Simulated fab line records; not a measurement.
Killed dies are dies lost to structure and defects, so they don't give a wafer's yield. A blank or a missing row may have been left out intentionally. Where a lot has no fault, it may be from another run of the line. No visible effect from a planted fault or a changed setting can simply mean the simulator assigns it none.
fab line records	flow n5-finfet
[record] lots = 7	wafers = 39
route steps=1938 shown FIN_SAQP@98 DUMMY_GATE@214 ILD0@342 MOL_CONTACT_COAG@584 BEOL_M0_SAQP@633 BEOL_M6@1253 BEOL_M12@1602
start-h: start of the lot's first displayed wafer, in hours after the record's first day	wait-h: how many hours have passed since the lot's step before this one	" unchanged from the row above	L1.1+2: one row covering several wafers at once	- value missing, or start not given	* or withheld: withheld	< > ~ a bound
route shown NAME@n: names a module that has steps shown in the file, with the first one's number in the route	usual: average and standard deviation across the fault-free wafers	same: alike in all rows	chamber/n: place in a boat	sites: the reading at each site	_std_site: the values' standard deviation	_edge_site: the outer-site mean with the inner-site mean subtracted	radius-mm: how far each site lies from the wafer's centre	mask NAME#n: copy n	behind: tool/chamber where the wafer was last shaped	hold: the reason the lot was held/the length of the hold in hours/how it ended	device: the n, p or np transistor that did not switch	end of line: the route-end tests of the same wafers	a step without rows: its recipe alone	killed: the dies lost at the first sort to structure and to defects; this is not the yield of the wafer	map: per-die view of a wafer (x killed, . not killed, _ where there is no die)
set.NAME: setting as actually run; set.NAME@STEP: the setting as run at that earlier step	model.NAME: the simulator's own value behind a step, which no gauge read
lots where settings were altered on purpose, with a table for each step and a row for each wafer
[[steps]]
[step N5_FIN_SAQP_PECVD_47]
[recipe] material = a-Si	target-thk-a = 450	temp-c = 400	precursor = SiH4/He	pressure-torr = 3	rf-w = 100	time-s = 36.3
lot.wafer	tool	chamber	start-h	wait-h	set.time-s	model.a-Si_of_FIN_SAQP_PECVD_47.thk-nm
L075.1	pecvd-01	1	26.63	0.0	36.3	45.42
L075.2	"	0	"	"	36.3	45.05
L075.3	"	2	"	"	36.3	44.7
L075.4	"	1	"	"	36.3	45.87
L075.5	"	0	"	"	36.3	45.49
L075.6	"	2	"	"	36.3	46.26
L077.1	pecvd-04	1	39.32	0.0	36.3	44.7
L077.2	"	0	"	"	36.3	44.6
L077.3	"	1	"	"	36.3	44.81
L077.4	"	0	"	"	23.94	30.48
L077.5	"	0	"	"	23.94	30.06
L077.6	"	1	"	"	23.94	29.9
L081.2	pecvd-01	1	63.24	0.0	36.3	45.07
L081.4	"	1	"	"	36.3	45.77
L081.5	"	0	"	"	36.3	45.24
L084.1	pecvd-01	1	80.77	0.0	19.52	23.91
L084.2	"	0	"	"	19.52	23.03
L084.3	"	2	"	"	36.3	44.34
L084.4	"	0	"	"	19.52	24.39
L084.5	"	1	"	"	36.3	45.44
L084.6	"	2	"	"	36.3	45.7
L088.1	pecvd-03	1	104.99	0.0	36.3	43.86
L088.2	"	2	"	"	36.3	44.24
L088.3	"	0	"	"	36.3	43.59
L088.4	"	0	"	"	36.3	45.29
L088.5	"	2	"	"	36.3	44.35
L088.6	"	1	"	"	36.3	45.4
L090.1	pecvd-04	0	116.53	0.0	36.3	45.31
L090.2	"	2	"	"	36.3	44.94
L090.3	"	1	"	"	47.19	58.52
L090.4	"	2	"	"	47.19	59.98
L090.5	"	1	"	"	47.19	59.26
L090.6	"	0	"	"	36.3	45.57
L092.1	pecvd-01	0	129.20	0.0	54.57	66.77
L092.2	"	1	"	"	36.3	44.49
L092.3	"	2	"	"	54.57	66.98
L092.4	"	2	"	"	36.3	44.79
L092.5	"	0	"	"	36.3	44.84
L092.6	"	1	"	"	54.57	68.01
[step N5_FIN_SAQP_PECVD_48]
[recipe] material = SiNx	target-thk-a = 250	temp-c = 400	precursor = SiH4/NH3/N2	pressure-torr = 1.5	rf-w = 300	time-s = 22.1
[step N5_FIN_SAQP_PECVD_06]
[recipe] material = a-Si	target-thk-a = 600	temp-c = 400	precursor = SiH4/He	pressure-torr = 3	rf-w = 100	time-s = 48.1
[step N5_FIN_SAQP_ETCH_57]
[recipe] chemistry = CH3F/O2	target = SiNx	mask-material = SiO2	target-depth-a = 325	time-s = 46.4	pressure-mtorr = 30	source-w = 395	bias-w = 73	Ar_flow_sccm = 150	CH3F_flow_sccm = 30	O2_flow_sccm = 20	ion-energy-ev = 120	ends = cleared
[step N5_FIN_SAQP_ETCH_65]
[recipe] chemistry = CF4	target = SiO2	target-depth-a = 40	ion-energy-ev = 350	time-s = 4.4	pressure-mtorr = 10	icp-w = 800	bias-w = 400	cf4-flow-sccm = 80
[step N5_FIN_SAQP_MANDREL_ETCH_58]
[recipe] chemistry = HBr/Cl2	target = a-Si	target-depth-a = 450	bt-time-s = 10	stop-on = SiNx	mask-material = SiO2	over-etch-frac = 0.8	time-s = 27	pressure-mtorr = 10	icp-w = 800	bias-w = 75	HBr_flow_sccm = 150	Cl2_flow_sccm = 80	ends = end-point
[usual] oes-product-au = 0.702/0.012
lot.wafer	tool	chamber	start-h	wait-h	set.time-s@FIN_SAQP_PECVD_47	oes-product-au	model.etch.depth-nm
L075.1	rie-si-05	2	29.82	0.0	36.3	0.695	45.42
L075.2	"	1	"	"	36.3	0.712	45.05
L075.3	"	0	"	"	36.3	0.714	44.7
L075.4	"	3	"	"	36.3	0.710	45.87
L075.5	"	0	"	"	36.3	0.716	45.49
L075.6	"	1	"	"	36.3	0.718	46.26
L077.1	rie-si-05	1	42.74	0.0	36.3	0.704	44.7
L077.2	"	0	"	"	36.3	0.723	44.6
L077.3	"	2	"	"	36.3	0.691	44.81
L077.4	"	3	"	"	23.94	0.575	30.48
L077.5	"	2	"	"	23.94	0.562	30.06
L077.6	"	1	"	"	23.94	0.584	29.9
L081.2	rie-si-06	0	66.39	0.0	36.3	0.699	45.07
L081.4	"	2	"	"	36.3	0.720	45.77
L081.5	"	3	"	"	36.3	0.699	45.24
L084.1	rie-si-05	1	84.00	0.0	19.52	0.534	23.91
L084.2	"	3	"	"	19.52	0.507	23.03
L084.3	"	2	"	"	36.3	0.684	44.34
L084.4	"	2	"	"	19.52	0.527	24.39
L084.5	"	1	"	"	36.3	0.723	45.44
L084.6	"	3	"	"	36.3	0.701	45.7
L088.1	rie-si-04	2	108.57	0.0	36.3	0.707	43.86
L088.2	"	3	"	"	36.3	0.716	44.24
L088.3	"	1	"	"	36.3	0.692	43.59
L088.4	"	0	"	"	36.3	0.690	45.29
L088.5	"	1	"	"	36.3	0.697	44.35
L088.6	"	0	"	"	36.3	0.693	45.4
L090.1	rie-si-05	3	119.55	0.0	36.3	0.699	45.31
L090.2	"	1	"	"	36.3	0.712	44.94
L090.3	"	2	"	"	47.19	0.795	58.52
L090.4	"	3	"	"	47.19	0.815	59.98
L090.5	"	1	"	"	47.19	0.833	59.26
L090.6	"	2	"	"	36.3	0.696	45.57
L092.1	rie-si-06	1	132.49	0.0	54.57	0.868	66.77
L092.2	"	3	"	"	36.3	0.694	44.49
L092.3	"	0	"	"	54.57	0.880	66.98
L092.4	"	2	"	"	36.3	0.708	44.79
L092.5	"	0	"	"	36.3	0.695	44.84
L092.6	"	3	"	"	54.57	0.895	68.01
[step N5_DUMMY_GATE_ALD_02]
[recipe] material = SiO2	target-thk-a = 20	temp-c = 300	ald-precursor-family = BDEAS	ald-co-reactant = O2-plasma	pulse-time-s = 1	pressure-torr = 2
lot.wafer	tool	chamber	start-h	wait-h	set.target-thk-a	model.SiO2_of_DUMMY_GATE_ALD_02.thk-nm
L075.1+2+4	ald-sin-02	0,1,2	42.79	0.0	20	2
L075.3+5+6	"	3,2,3	"	"	31.34	3.2
L077.1+4+5	ald-sin-02	1,0,1	56.66	0.1	20	2
L077.2+3+6	"	3,2,2	"	"	16.99	1.6
L081.2+4+5	ald-sin-01	0,0,3	79.18	0.0	20	2
L084.1+4+6	ald-sin-02	3,0,3	96.46	0.0	12.81	1.2
L084.2+3+5	"	1,2,2	"	"	20	2
L088.1+2+3	ald-sin-02	2,1,3	122.82	1.6	24.16	2.4
L088.4+5+6	"	0,1,0	"	"	20	2
L090.1+2+3+4+5+6	ald-sin-01	1,0,3,2,1,2	132.54	0.0	20	2
L092.1+4+5	ald-sin-04	1,3,2	144.88	0.0	20	2
L092.2+3+6	"	0,2,3	"	"	26.02	2.6
[step N5_ILD0_PRECLEAN_10]
[recipe] chemistry = NF3:NH3	afs-cycles = 5	time-s = 20	temp-c = 30	sublimation-temp-c = 180	sublimation-time-s = 60	pressure-torr = 3	rf-power-w = 30
lot.wafer	tool	chamber	start-h	wait-h	set.time-s	model.SiO2_flowable_of_ILD0_FCVD_FILL_01.thk-nm
L075.1	remote-plasma-02	1	66.03	0.0	20	121
L075.2+5	"	1	"	"	20	121.2
L075.3+4	"	1	"	"	20	120.6
L075.6	"	1	"	"	20	120.4
L077.1	remote-plasma-01	1	79.92	0.0	20	120.4
L077.2	"	1	"	"	20	120.6
L077.3+5	"	1	"	"	20	120
L077.4	"	1	"	"	20	120.2
L077.6	"	1	"	"	20	119.8
L081.2	remote-plasma-02	0	103.78	0.1	20	120.2
L081.4	"	0	"	"	20	119.4
L081.5	"	0	"	"	20	120.4
L084.1	remote-plasma-01	1	120.16	0.0	20	119.8
L084.2	"	1	"	"	28.48	114.6
L084.3	"	1	"	"	28.48	114
L084.4	"	1	"	"	28.48	113.4
L084.5	"	1	"	"	20	120.6
L084.6	"	1	"	"	20	120.8
L088.1	remote-plasma-01	0	145.51	0.0	10.97	127.4
L088.2	"	0	"	"	10.97	129.2
L088.3+4	"	0	"	"	20	121.6
L088.5	"	0	"	"	20	119.8
L088.6	"	0	"	"	10.97	128.6
L090.1	remote-plasma-01	1	158.98	0.0	15.8	123.6
L090.2	"	1	"	"	15.8	124.2
L090.3	"	1	"	"	20	121.2
L090.4	"	1	"	"	20	121
L090.5	"	1	"	"	15.8	124.6
L090.6	"	1	"	"	20	121.4
L092.1	remote-plasma-02	0	169.37	0.0	14.11	126.2
L092.2	"	0	"	"	14.11	126.6
L092.3	"	0	"	"	14.11	125.8
L092.4	"	0	"	"	20	120.6
L092.5	"	0	"	"	20	121.4
L092.6	"	0	"	"	20	122
[step N5_MOL_CONTACT_COAG_ETCHBACK_135]
[recipe] chemistry = CHF3	target = SiO2	target-depth-a = 250	time-s = 16.7	ion-energy-ev = 200	pressure-mtorr = 30	source-w = 610	bias-w = 170	Ar_flow_sccm = 200	CHF3_flow_sccm = 50
lot.wafer	tool	chamber	start-h	wait-h	set.time-s	model.SOC_of_MOL_CONTACT_COAG_COAT_75.thk-nm
L075.1	rie-diel-05	3	104.41	0.0	16.7	57.2
L075.2+3+5	"	1,0,3	"	"	9.707	58.8
L075.4	"	2	"	"	16.7	57.8
L075.6	"	2	"	"	16.7	57.6
L077.1	rie-diel-03	0	117.93	0.0	16.7	57.6
L077.2+6	"	3	"	"	10.89	58.2
L077.3+5	"	2	"	"	16.7	57.4
L077.4	"	1	"	"	10.89	58.4
L081.2+4+5	rie-diel-02	3,2,0	143.19	0.0	16.7	57.8
L084.1+2+6	rie-diel-02	3,2,2	157.31	0.0	16.7	57.4
L084.3+5	"	1	"	"	16.7	57.6
L084.4	"	0	"	"	16.7	57.2
L088.1+4	rie-diel-05	1,0	181.71	0.0	13.72	58
L088.2	"	3	"	"	16.7	57.4
L088.3+5	"	2,3	"	"	16.7	57.6
L088.6	"	2	"	"	13.72	58.2
L090.1+5+6	rie-diel-03	0,2,3	196.72	0.0	16.7	57.4
L090.2+4	"	2,1	"	"	8.804	58.8
L090.3	"	3	"	"	8.804	58.6
L092.1+4+6	rie-diel-02	3,2,3	208.06	0.0	16.7	57.8
L092.2+3+5	"	1,0,2	"	"	25.89	56.4
[step N5_BEOL_M0_SAQP_ILD_DEP_01]
[recipe] material = SiOC	target-thk-a = 454.19	temp-c = 350	precursor = DEMS/O2	pressure-torr = 5	rf-w = 500	time-s = 8.7
lot.wafer	tool	chamber	start-h	wait-h	set.target-thk-a	model.SiOC_of_BEOL_M0_SAQP_ILD_DEP_01.thk-nm
L075.1	pecvd-04	2	110.40	0.0	454.19	45
L075.2	"	1	"	"	534.3	53
L075.3	"	0	"	"	534.3	53.4
L075.4	"	2	"	"	454.19	46.4
L075.5	"	0	"	"	454.19	46.6
L075.6	"	1	"	"	534.3	54.4
L077.1+4	pecvd-04	1	124.21	0.0	226	23
L077.2	"	0	"	"	454.19	45
L077.3	"	2	"	"	226	22.4
L077.5	"	0	"	"	454.19	46.6
L077.6	"	2	"	"	454.19	45.8
L081.2	pecvd-03	1	149.31	0.0	454.19	45.2
L081.4	"	2	"	"	454.19	45.8
L081.5	"	0	"	"	454.19	45.4
L084.1	pecvd-03	1	163.19	0.0	454.19	45.4
L084.2	"	0	"	"	454.19	45.6
L084.3	"	2	"	"	529.4	53.2
L084.4	"	1	"	"	529.4	54.2
L084.5	"	2	"	"	529.4	54
L084.6	"	0	"	"	454.19	46.6
L088.1+3	pecvd-04	1,0	188.06	0.0	237.6	24.4
L088.2	"	2	"	"	454.19	45
L088.4	"	0	"	"	237.6	25.2
L088.5	"	2	"	"	454.19	46.4
L088.6	"	1	"	"	454.19	46.2
L090.1	pecvd-04	1	202.64	0.0	251.3	25.6
L090.2	"	0	"	"	454.19	45.6
L090.3	"	2	"	"	251.3	25
L090.4	"	1	"	"	454.19	46.4
L090.5	"	0	"	"	251.3	26
L090.6	"	2	"	"	454.19	46
L092.1	pecvd-04	1	215.00	0.0	699.3	69
L092.2	"	2	"	"	699.3	69.6
L092.3	"	0	"	"	454.19	45.2
L092.4+6	"	1,0	"	"	454.19	46
L092.5	"	2	"	"	699.3	70
[step N5_BEOL_M6_CVD_78]
[recipe] material = Co	target-thk-a = 20	temp-c = withheld	precursor = CCTBA/H2	pressure-torr = 30	time-s = 142.3
lot.wafer	tool	chamber	start-h	wait-h	set.target-thk-a	model.Co_of_BEOL_M6_CVD_78.thk-nm
L075.1+2+4+5+6	cvd-co-02	0,1,2,1,0	220.84	0.1	20	1.8
L075.3	"	2	"	"	20	2
L077.1+3	cvd-co-02	0,1	226.25	0.2	28.47	2.8
L077.2+4+6	"	2,2,1	"	"	20	1.8
L077.5	"	0	"	"	28.47	2.6
L081.2+4+5	cvd-co-01	0,0,1	254.25	0.1	20	2
L084.1+3+6	cvd-co-01	2,1,2	279.14	0.2	13.33	1.2
L084.2+4	"	0	"	"	20	2
L084.5	"	1	"	"	20	1.8
L088.1+2+6	cvd-co-02	2,1,0	297.40	0.0	20	2
L088.3+5	"	0,2	"	"	24.18	2.4
L088.4	"	1	"	"	24.18	2.6
L090.1	cvd-co-02	1	312.98	0.1	20	2.2
L090.2+3+4+6	"	2,0,2,1	"	"	20	2
L090.5	"	0	"	"	20	1.8
L092.1+4+5	cvd-co-02	1,1,2	325.04	0.3	11.35	1.2
L092.2	"	0	"	"	20	2
L092.3+6	"	2,0	"	"	20	2.2
[step N5_BEOL_M12_ILD_DEP_00]
[recipe] material = SiOC	target-thk-a = 6589.2	temp-c = 350	precursor = DEMS/O2	pressure-torr = 5	rf-w = 500	time-s = 130.7
lot.wafer	tool	chamber	start-h	wait-h	set.time-s	model.SiOC_of_BEOL_M12_ILD_DEP_00.thk-nm
L075.1	pecvd-01	0	269.99	0.0	130.7	664.4
L075.2	"	2	"	"	130.7	653.8
L075.3	"	1	"	"	87.93	436
L075.4	"	1	"	"	87.93	449.6
L075.5	"	0	"	"	130.7	669.2
L075.6	"	2	"	"	87.93	444.8
L077.1	pecvd-01	0	277.33	0.0	63.33	316.8
L077.2	"	1	"	"	63.33	312.8
L077.3	"	2	"	"	63.33	313.4
L077.4+6	"	0,2	"	"	130.7	660.2
L077.5	"	1	"	"	130.7	665.2
L081.2	pecvd-02	1	309.96	0.0	130.7	656.4
L081.4	"	1	"	"	130.7	664.6
L081.5	"	2	"	"	130.7	647.4
L084.1	pecvd-02	2	325.80	0.0	130.7	652.2
L084.2	"	0	"	"	88.17	431.6
L084.3	"	1	"	"	130.7	651.6
L084.4	"	0	"	"	130.7	655.8
L084.5	"	1	"	"	88.17	453
L084.6	"	2	"	"	88.17	439.8
L088.1	pecvd-01	0	347.40	0.0	130.7	654
L088.2	"	2	"	"	62.31	315.6
L088.3	"	1	"	"	62.31	304.6
L088.4	"	1	"	"	130.7	658.2
L088.5	"	0	"	"	62.31	308.6
L088.6	"	2	"	"	130.7	661.4
L090.1	pecvd-02	0	354.68	0.0	72.47	359
L090.2	"	2	"	"	72.47	354.2
L090.3	"	1	"	"	130.7	656
L090.4	"	0	"	"	130.7	654.6
L090.5	"	1	"	"	130.7	666.6
L090.6	"	2	"	"	72.47	361
L092.1	pecvd-02	0	371.09	0.0	130.7	649.2
L092.2	"	2	"	"	130.7	654.2
L092.3	"	1	"	"	130.7	656
L092.4	"	0	"	"	130.7	670.2
L092.5	"	1	"	"	130.7	669.4
L092.6	"	2	"	"	130.7	659.8
[step N5_BEOL_M12_THK_MEAS_01]
[recipe] reads = SiOC_of_BEOL_M12_ILD_DEP_00
[usual] M12_ILD_THK = 657/7.6
lot.wafer	tool	chamber	start-h	wait-h	set.time-s@BEOL_M12_ILD_DEP_00	M12_ILD_THK[nm]
L075.1	film-metro-01	-	270.12	0.1	130.7	665
L075.2	"	-	"	"	130.7	654
L075.3	"	-	"	"	87.93	436
L075.4	"	-	"	"	87.93	449
L075.5	"	-	"	"	130.7	669
L075.6	"	-	"	"	87.93	445
L077.1	film-metro-01	-	277.46	0.1	63.33	317
L077.2	"	-	"	"	63.33	313
L077.3	"	-	"	"	63.33	313
L077.4	"	-	"	"	130.7	660
L077.5	"	-	"	"	130.7	665
L077.6	"	-	"	"	130.7	660
L081.2	film-metro-01	-	310.09	0.1	130.7	656
L081.4	"	-	"	"	130.7	665
L081.5	"	-	"	"	130.7	647
L084.1	film-metro-01	-	325.93	0.1	130.7	652
L084.2	"	-	"	"	88.17	432
L084.3	"	-	"	"	130.7	652
L084.4	"	-	"	"	130.7	655
L084.5	"	-	"	"	88.17	453
L084.6	"	-	"	"	88.17	440
L088.1	film-metro-01	-	347.53	0.1	130.7	654
L088.2	"	-	"	"	62.31	316
L088.3	"	-	"	"	62.31	305
L088.4	"	-	"	"	130.7	659
L088.5	"	-	"	"	62.31	309
L088.6	"	-	"	"	130.7	661
L090.1	film-metro-01	-	354.81	0.1	72.47	359
L090.2	"	-	"	"	72.47	354
L090.3	"	-	"	"	130.7	656
L090.4	"	-	"	"	130.7	654
L090.5	"	-	"	"	130.7	666
L090.6	"	-	"	"	72.47	361
L092.1	film-metro-02	-	371.22	0.1	130.7	649
L092.2	"	-	"	"	130.7	654
L092.3	"	-	"	"	130.7	656
L092.4	"	-	"	"	130.7	670
L092.5	"	-	"	"	130.7	669
L092.6	"	-	"	"	130.7	660
[step N5_BEOL_M12_COAT_58]
[recipe] resist = BARC	temp-c = 205	time-s = 60	spin-rpm = 1500	resist-thk-nm = 89
[step N5_BEOL_M12_COAT_04]
[recipe] spin-rpm = 1625	resist-thk-nm = 400
[step N5_BEOL_M12_DESCUM_15]
[recipe] chemistry = O2	time-s = 7.9	source-power-w = 50	bias-power-w = 20	pressure-mtorr = 20	rf-frequency-hz = 2.712e+07	temp-c = 40	o2-flow-sccm = 225
[step N5_BEOL_M12_ETCH_59]
[recipe] chemistry = N2/H2	target = BARC	target-depth-a = 890	overetch-a = 267	time-s = 67.9	ion-energy-ev = 200	pressure-mtorr = 30	source-w = 840	bias-w = 150	n2-flow-sccm = 200	h2-flow-sccm = 200
[step N5_BEOL_M12_VIA_ETCH_16]
[recipe] chemistry = C4F8/O2/Ar	target = SiOC	pressure-mtorr = 30	source-w = 3000	bias-w = 700	Ar_flow_sccm = 400	C4F8_flow_sccm = 15	O2_flow_sccm = 8	he-inner-torr = 15	he-outer-torr = 30	target-depth-a = 7248	time-s = withheld	ion-energy-ev = 250	ends = cleared
lot.wafer	tool	chamber	start-h	wait-h	set.time-s@BEOL_M12_ILD_DEP_00	model.etch.depth-nm	model.coat_of_BEOL_M12_COAT_04.thk-nm
L075.1	rie-diel-02	2	270.72	0.0	*	664.4	121.2
L075.2	"	3	"	"	*	653.8	122
L075.3	"	1	"	"	*	436	188.6
L075.4	"	0	"	"	*	449.5	184.2
L075.5	"	0	"	"	*	669.2	119.2
L075.6	"	1	"	"	*	444.8	186
L077.1	rie-diel-02	2	278.08	0.0	*	316.8	222.6
L077.2	"	0	"	"	*	312.9	224.8
L077.3	"	3	"	"	*	313.4	223.2
L077.4	"	1	"	"	*	660.3	122.4
L077.5	"	0	"	"	*	665.2	121
L077.6	"	3	"	"	*	660.1	121
L081.2	rie-diel-02	3	310.76	0.0	*	656.3	124.4
L081.4	"	2	"	"	*	664.6	122.2
L081.5	"	1	"	"	*	647.3	127.6
L084.1	rie-diel-02	0	327.26	0.0	*	652.2	126.2
L084.2	"	1	"	"	*	431.6	190.4
L084.3	"	3	"	"	*	651.5	124.8
L084.4	"	2	"	"	*	655.8	124.6
L084.5	"	0	"	"	*	453.1	185.4
L084.6	"	3	"	"	*	439.9	186.2
L088.1	rie-diel-03	1	348.14	0.0	*	654	128
L088.2	"	3	"	"	*	315.6	224.2
L088.3	"	0	"	"	*	304.5	228.2
L088.4	"	2	"	"	*	658.3	123.4
L088.5	"	1	"	"	*	308.6	228.4
L088.6	"	2	"	"	*	661.4	123.2
L090.1	rie-diel-03	2	355.60	0.0	*	359	210.2
L090.2	"	1	"	"	*	354.2	213.6
L090.3	"	3	"	"	*	655.9	121.8
L090.4	"	0	"	"	*	654.6	124.6
L090.5	"	1	"	"	*	666.5	120.8
L090.6	"	2	"	"	*	361.1	209.8
L092.1	rie-diel-02	0	371.70	0.0	*	649.2	127.2
L092.2	"	1	"	"	*	654.2	123.6
L092.3	"	3	"	"	*	655.9	124.6
L092.4	"	2	"	"	*	670.2	120.6
L092.5	"	3	"	"	*	669.4	120.6
L092.6	"	0	"	"	*	659.7	123.8
[step N5_BEOL_M12_STRIP_63]
[recipe] chemistry = N2/H2	power-w = 1000	temp-c = 250	h2-frac = 0.65	overash-fraction = 0.3	pressure-mtorr = 1000	n2-flow-sccm = 1750	h2-flow-sccm = 3250
[usual] oes-product-au = 0.693/0.0047	strip-time-to-endpoint-s = 42.6/0.67
lot.wafer	tool	chamber	start-h	wait-h	set.time-s@BEOL_M12_ILD_DEP_00	oes-product-au	strip-time-to-endpoint-s
L075.1	plasma-asher-01	0	270.92	-	130.7	0.690	42.0
L075.2	"	1	"	"	130.7	0.691	42.2
L075.3	"	0	"	"	87.93	0.739	59.7
L075.4	"	1	"	"	87.93	0.731	58.6
L075.5	"	1	"	"	130.7	0.690	41.5
L075.6	"	0	"	"	87.93	0.740	59.0
L077.1	plasma-asher-01	1	278.28	-	63.33	0.847	68.4
L077.2	"	0	"	"	63.33	0.837	69.0
L077.3	"	0	"	"	63.33	0.832	68.6
L077.4	"	1	"	"	130.7	0.683	42.3
L077.5	"	1	"	"	130.7	0.706	41.9
L077.6	"	0	"	"	130.7	0.691	41.9
L081.2	plasma-asher-01	1	310.95	-	130.7	0.694	42.9
L081.4	"	1	"	"	130.7	0.693	42.2
L081.5	"	1	"	"	130.7	0.695	43.7
L084.1	plasma-asher-02	0	327.46	-	130.7	0.695	43.3
L084.2	"	1	"	"	88.17	0.755	60.2
L084.3	"	1	"	"	130.7	0.687	43.0
L084.4	"	0	"	"	130.7	0.692	42.9
L084.5	"	1	"	"	88.17	0.737	58.9
L084.6	"	0	"	"	88.17	0.744	59.1
L088.1	plasma-asher-02	0	348.34	-	130.7	0.696	43.9
L088.2	"	1	"	"	62.31	0.840	68.8
L088.3	"	1	"	"	62.31	0.854	69.9
L088.4	"	0	"	"	130.7	0.691	42.6
L088.5	"	1	"	"	62.31	0.847	69.9
L088.6	"	0	"	"	130.7	0.690	42.6
L090.1	plasma-asher-01	0	355.80	-	72.47	0.802	65.2
L090.2	"	1	"	"	72.47	0.803	66.1
L090.3	"	0	"	"	130.7	0.691	42.2
L090.4	"	1	"	"	130.7	0.699	42.9
L090.5	"	0	"	"	130.7	0.697	41.9
L090.6	"	1	"	"	72.47	0.802	65.1
L092.1	plasma-asher-01	1	371.90	-	130.7	0.695	43.6
L092.2	"	0	"	"	130.7	0.700	42.6
L092.3	"	0	"	"	130.7	0.696	42.9
L092.4	"	1	"	"	130.7	0.683	41.8
L092.5	"	0	"	"	130.7	0.694	41.9
L092.6	"	1	"	"	130.7	0.694	42.7
[[key]]
[split] step = N5_FIN_SAQP_PECVD_47	setting = time-s	stated = 36.3	by = wafer
[response] step = N5_FIN_SAQP_PECVD_47	reading = model.a-Si_of_FIN_SAQP_PECVD_47.thk-nm	change = +0.451	per = 1%	r = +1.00
[response] step = N5_FIN_SAQP_MANDREL_ETCH_58	reading = oes-product-au	change = +0.00376	per = 1%	r = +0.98
[response] step = N5_FIN_SAQP_MANDREL_ETCH_58	reading = model.etch.depth-nm	change = +0.451	per = 1%	r = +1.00
[split] step = N5_DUMMY_GATE_ALD_02	setting = target-thk-a	stated = 20	by = wafer
[response] step = N5_DUMMY_GATE_ALD_02	reading = model.SiO2_of_DUMMY_GATE_ALD_02.thk-nm	change = +0.0213	per = 1%	r = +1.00
[split] step = N5_ILD0_PRECLEAN_10	setting = time-s	stated = 20	by = wafer
[response] step = N5_ILD0_PRECLEAN_10	reading = model.SiO2_flowable_of_ILD0_FCVD_FILL_01.thk-nm	change = -0.158	per = 1%	r = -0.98
[split] step = N5_MOL_CONTACT_COAG_ETCHBACK_135	setting = time-s	stated = 16.7	by = wafer
[response] step = N5_MOL_CONTACT_COAG_ETCHBACK_135	reading = model.SOC_of_MOL_CONTACT_COAG_COAT_75.thk-nm	change = -0.027	per = 1%	r = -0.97
[split] step = N5_BEOL_M0_SAQP_ILD_DEP_01	setting = target-thk-a	stated = 454.19	by = wafer
[response] step = N5_BEOL_M0_SAQP_ILD_DEP_01	reading = model.SiOC_of_BEOL_M0_SAQP_ILD_DEP_01.thk-nm	change = +0.45	per = 1%	r = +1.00
[split] step = N5_BEOL_M6_CVD_78	setting = target-thk-a	stated = 20	by = wafer
[response] step = N5_BEOL_M6_CVD_78	reading = model.Co_of_BEOL_M6_CVD_78.thk-nm	change = +0.0219	per = 1%	r = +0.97
[split] step = N5_BEOL_M12_ILD_DEP_00	setting = time-s	stated = 130.7	by = wafer
[response] step = N5_BEOL_M12_ILD_DEP_00	reading = model.SiOC_of_BEOL_M12_ILD_DEP_00.thk-nm	change = +6.69	per = 1%	r = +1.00
[response] step = N5_BEOL_M12_THK_MEAS_01	reading = M12_ILD_THK	change = +6.69	per = 1%	r = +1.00
[response] step = N5_BEOL_M12_VIA_ETCH_16	reading = model.etch.depth-nm	change = +6.69	per = 1%	r = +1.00
[response] step = N5_BEOL_M12_VIA_ETCH_16	reading = model.coat_of_BEOL_M12_COAT_04.thk-nm	change = -1.97	per = 1%	r = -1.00
[response] step = N5_BEOL_M12_STRIP_63	reading = oes-product-au	change = -0.00248	per = 1%	r = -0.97
[response] step = N5_BEOL_M12_STRIP_63	reading = strip-time-to-endpoint-s	change = *	per = 1%	r = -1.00
